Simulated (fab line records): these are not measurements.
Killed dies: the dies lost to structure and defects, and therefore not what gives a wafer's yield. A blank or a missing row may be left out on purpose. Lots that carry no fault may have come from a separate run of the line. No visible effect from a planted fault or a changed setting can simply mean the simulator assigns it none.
Matching of chambers + flow n5Finfet + 4 sister chambers for N5_ILD0_LINER_00 on aldSin-02
The step material SiNx, target thk 4 nm, pulse time 1 s, purge time 2 s. 4 wafers are shown with their chamber, then 11 later ones without.

## EACH WAFER AND ITS CHAMBER
| wafer  | chamber | heaterPowerW (W) |
|--------|---------|------------------|
| L081.6 | 1       | 730              |
| L089.2 | 0       | 850              |
| L089.4 | 2       | 761              |
| L090.1 | 3       | 998              |

## WAFERS MISSING THEIR CHAMBER
| wafer  | heaterPowerW (W) |
|--------|------------------|
| L090.2 | 752              |
| L090.3 | 852              |
| L091.1 | 724              |
| L091.4 | 845              |
| L091.6 | 977              |
| L096.1 | 962              |
| L096.2 | 759              |
| L096.5 | 814              |
| L097.1 | 821              |
| L097.4 | 747              |
| L097.6 | 713              |

## WHICH CHAMBER EACH WENT THROUGH
| wafer  | from the rows above     | in truth |
|--------|-------------------------|----------|
| L090.2 | can't be placed: 2 or 1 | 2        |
| L090.3 | 0                       | 0        |
| L091.1 | can't be placed: 1 or 2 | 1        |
| L091.4 | 0                       | 0        |
| L091.6 | 3                       | 3        |
| L096.1 | 3                       | 3        |
| L096.2 | can't be placed: 2 or 1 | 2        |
| L096.5 | can't be placed: 0 or 2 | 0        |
| L097.1 | can't be placed: 0 or 2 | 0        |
| L097.4 | can't be placed: 2 or 1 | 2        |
| L097.6 | can't be placed: 1 or 2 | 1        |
Correctly placed: 4 of 11. From these rows, 7 cannot be placed; in 7 the true chamber is one of the candidates. Wrongly placed: 0.
How it was worked out, from the rows above alone: a wafer's distance from a chamber is the root of the sum, over the readings, of the square of ((its reading less the chamber's mean) divided by the reading's scatter). If the next closest chamber is less than 2 further off than the closest, the wafer can't be placed; otherwise it belongs to the closest. A chamber's mean is the mean of its shown wafers. The scatter: root of mean squared gap, hidden wafer to nearest shown wafer, with one shown wafer a chamber.
